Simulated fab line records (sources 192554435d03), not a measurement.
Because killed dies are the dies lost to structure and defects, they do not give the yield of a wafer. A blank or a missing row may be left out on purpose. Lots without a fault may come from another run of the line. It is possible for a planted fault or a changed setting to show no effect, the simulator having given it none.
Struck lot and sound lot, side by side || flow n5Finfet || 41 steps out of a route of 1938
Sound: the wafers L207.2, L207.3, L207.4. Struck: wafers L216.1, L216.3, L216.4. The cause comes at the end.
Per side, at each step with rows, come the tool, then ch with its chambers, and then its first start. Under that, the readings that differ: sound wafers || struck wafers || difference of the means || sigmas: that difference in standard deviations of wafers without a fault.
alike: readings whose means differ by less than 2 such deviations, and words and numbers that are the same on both sides. not compared: withheld readings, readings that some wafer has no value for, bounds like >300 that may hide the same value, and numbers for which the record gives no deviation and whose values overlap.
A row with sigmas, a row that says differs or no value, or rows on one side alone: a step with any of these is where the two part. Numbers that don't overlap but have no deviation are shown without sigmas and don't part them. A reading missing from all wafers of one side parts the sides only when that side holds two or more wafers.

first, 9 steps without rows for these wafers: N5_BEOL_M4_ANNEAL_95 (time 240 s); N5_BEOL_M4_SPUTTER_96 (material Cu, target thk 4.5 nm, time 8.29 s); N5_BEOL_M4_ECD_50 (material Cu, target thk 300 nm); N5_BEOL_M4_ANNEAL_51 (time 90 s); N5_BEOL_M4_CMP_52 (polishes, stops on SiOC, t overpolish 6.8 s, target thk 40 nm); N5_BEOL_M4_PRE_CLEAN_60 (time 15 s); N5_BEOL_M4_CO_CAP_55 (material Co, precursor CCTBA/H2, target thk 2 nm, time 102.1 s); N5_BEOL_M4_PRE_CLEAN_56 (time 15 s); N5_BEOL_M4_DEP_57 (deposits SiCN from 3MS/NH3, target thk 8 nm, time 14 s).
N5_BEOL_M4_RC_MEAS_101:
  sound on prober-01 ch 0, day 8 18:37; struck on prober-01 ch 0, day 10 20:40
{"reading": "ION_P (uA/um)", "sound": "455 460 456", "struck": "470 467 476", "difference": "+14", "sigmas": "+2"}
  alike: DIBL_N, DIBL_P, IOFF_N, IOFF_P, ION_N, SS_N, SS_P, VT_N, VT_P
then, 24 steps without rows for these wafers: N5_BEOL_M5_ILD_DEP_00 (deposits SiCOH lowk from DEMS/porogen, target thk 140.64 nm, time 25.9 s); N5_BEOL_M5_CURE_79 (cures SiCOH lowk, time 240 s); N5_BEOL_M5_PECVD_70 (deposits SiO2 from TEOS/O2, target thk 16 nm, time 18 s); N5_BEOL_M5_HM_DEP_02 (deposits TiN, target thk 20 nm); N5_BEOL_M5_COAT_59 (time 60 s, resist thk 60 nm); N5_BEOL_M5_COAT_60 (time 60 s, resist thk 12 nm); N5_BEOL_M5_COAT_71 (time 60 s, resist thk 5 nm); N5_BEOL_M5_COAT_05 (resist thk 30 nm); N5_BEOL_M5_EBR_07; N5_BEOL_M5_SOFTBAKE_06 (time 60 s); N5_BEOL_M5_EXPOSE_08 (exposes mask M5, target cd 28 nm); N5_BEOL_M5_PEB_09 (peb time 60 s); N5_BEOL_M5_DEVELOP_10 (develop time 30 s); N5_BEOL_M5_DESCUM_16 (chemistry O2, time 7 s); N5_BEOL_M5_ETCH_72 (etches underlayer in N2/H2, target depth 6.5 nm, time 5.2 s); N5_BEOL_M5_ETCH_61 (etches SiARC in CF4, target depth 15.6 nm, time 26 s); N5_BEOL_M5_ETCH_62 (etches SOC in N2/H2, target depth 75 nm, overetch 15 nm, time 112.5 s); N5_BEOL_M5_STRIP_63 (strips in N2/H2); N5_BEOL_M5_STRIP_73 (strips in N2/H2); N5_BEOL_M5_STRIP_64 (strips in CF4); N5_BEOL_M5_HM_OPEN_17 (chemistry Cl2/BCl3, target TiN, target depth 20 nm, overetch 6 nm); N5_BEOL_M5_STRIP_19 (strips in O2); N5_BEOL_M5_COAT_65 (time 60 s, resist thk 60 nm); N5_BEOL_M5_COAT_66 (time 60 s, resist thk 12 nm).
-- record jumps: 2 days separate the struck wafers' starts on either side; left off in module BEOL_M5, taken up again in module BEOL_M11, whose first shown step is the route's number 1540 --
N5_BEOL_M11_HM_DEP_02: deposits TiN, target thk 20 nm.
  sound on pvdSputter-01, day 10 20:20; struck on pvdSputter-01, day 13 03:55
{"reading": "model.TiN_of_BEOL_M11_HM_DEP_02.thkNm (nm)", "sound": "20.2 20.4 20.4", "struck": "33.8 33.6 33.6", "difference": "+13.3", "sigmas": ""}
  alike: chamberPressurePa, substrateTempC, throttleValvePct
N5_BEOL_M11_HM_OPEN_17: chemistry Cl2/BCl3, target TiN, target depth 20 nm, overetch 6 nm.
  sound on rieMetal-01 ch 0,1, day 10 21:04; struck on rieMetal-03 ch 0,1, day 13 04:47
{"reading": "oesProductAu (a.u.)", "sound": "0.59 0.60 0.71", "struck": "0.89 0.69 0.89", "difference": "+0.19", "sigmas": "+2"}
{"reading": "model.etch.depthNm (nm)", "sound": "20.24 20.47 20.37", "struck": "26.58 26.42 26.5", "difference": "+6.14", "sigmas": ""}
  alike: biasW, drypumpMotorCurrentA, mfcCl2Sccm, throttleValvePct
  not compared: rfHoursCounterH
N5_BEOL_M11_VIA_ETCH_34: etches SiCOH lowk in C4F6/O2, target depth 184.5 nm, time 69.2 s.
  sound on rieDiel-03 ch 0,2,3, day 10 22:37; struck on rieDiel-03 ch 1,2,3, day 13 06:28
{"reading": "oesProductAu (a.u.)", "sound": "0.80 0.93 0.69", "struck": "0.25 0.33 0.29", "difference": -0.52, "sigmas": -6}
  alike: biasW, drypumpMotorCurrentA, rfVppV, showerheadPlenumPTorr, throttleValvePct
  not compared: rfHoursCounterH
N5_BEOL_M11_TRENCH_ETCH_37: etches SiCOH lowk in C4F6/O2, target depth 148.83 nm, time 48 s.
  sound on rieDiel-03 ch 0,2,3; struck on rieDiel-03 ch 1,2,3
{"reading": "model.TiN_of_BEOL_M11_HM_DEP_02.thkNm (nm)", "sound": "16.2 16.4 16.2", "struck": "29.8 29.6 29.4", "difference": "+13.3", "sigmas": ""}
  alike: biasW, drypumpMotorCurrentA, oesProductAu, rfVppV, showerheadPlenumPTorr, throttleValvePct
  not compared: rfHoursCounterH
N5_BEOL_M11_OCD_MEAS_38:
  sound on ocd-02, day 10 22:55; struck on ocd-02, day 13 06:45
{"reading": "trenchDepthNm (nm)", "sound": "150.1 150.0 148.0", "struck": "- - -", "difference": "no value on the struck wafers", "sigmas": ""}
N5_BEOL_M11_CD_MEAS_35 targets a cd of 70 nm.
  sound on cdSem-02, day 10 23:04; struck on cdSem-01, day 13 06:54
{"reading": "cdNm (nm)", "sound": "69.6 69.4 69.2", "struck": "- - -", "difference": "no value on the struck wafers", "sigmas": ""}
N5_PASSIVATION_PROBE_49:
  sound on prober-02, day 12 19:49; struck on prober-01, day 15 01:01
{"reading": "defectLimitedYield (%)", "sound": "91.4 92.5 87.4", "struck": "0 0 0", "difference": -90, "sigmas": -65}
{"reading": "killed_at_M0_to_M3", "sound": "22 27 28", "struck": "59 53 61", "difference": "+32", "sigmas": "+3"}
{"reading": "killed_at_M4_up", "sound": "11 15 13", "struck": "1061 1072 1056", "difference": "+1050", "sigmas": "+99 or more"}
{"reading": "killedDies", "sound": "102 88 149", "struck": "1180 1180 1180", "difference": "+1067", "sigmas": "+67"}
{"reading": "killedOnRim", "sound": "16 11 20", "struck": "152 152 152", "difference": "+136", "sigmas": "+34"}
{"reading": "sort_bin_5_function (%)", "sound": "4.8 4.2 7.8", "struck": "95.5 96.5 96.0", "difference": "+90.4", "sigmas": "+93"}
{"reading": "sortNPass", "sound": "1078 1092 1031", "struck": "0 0 0", "difference": -1067, "sigmas": -67}
{"reading": "sortYieldPct (%)", "sound": "91.4 92.5 87.4", "struck": "0 0 0", "difference": -90, "sigmas": -65}
  alike: killedAtContacts, killedAtFrontEnd, killedAtOther, killedOpen, killedShort, sort_bin_6_memory

== WHERE THEY PART ==
At N5_BEOL_M4_RC_MEAS_101 first; at N5_PASSIVATION_PROBE_49 last (within this record only).

WHY: what had been put in by the simulator
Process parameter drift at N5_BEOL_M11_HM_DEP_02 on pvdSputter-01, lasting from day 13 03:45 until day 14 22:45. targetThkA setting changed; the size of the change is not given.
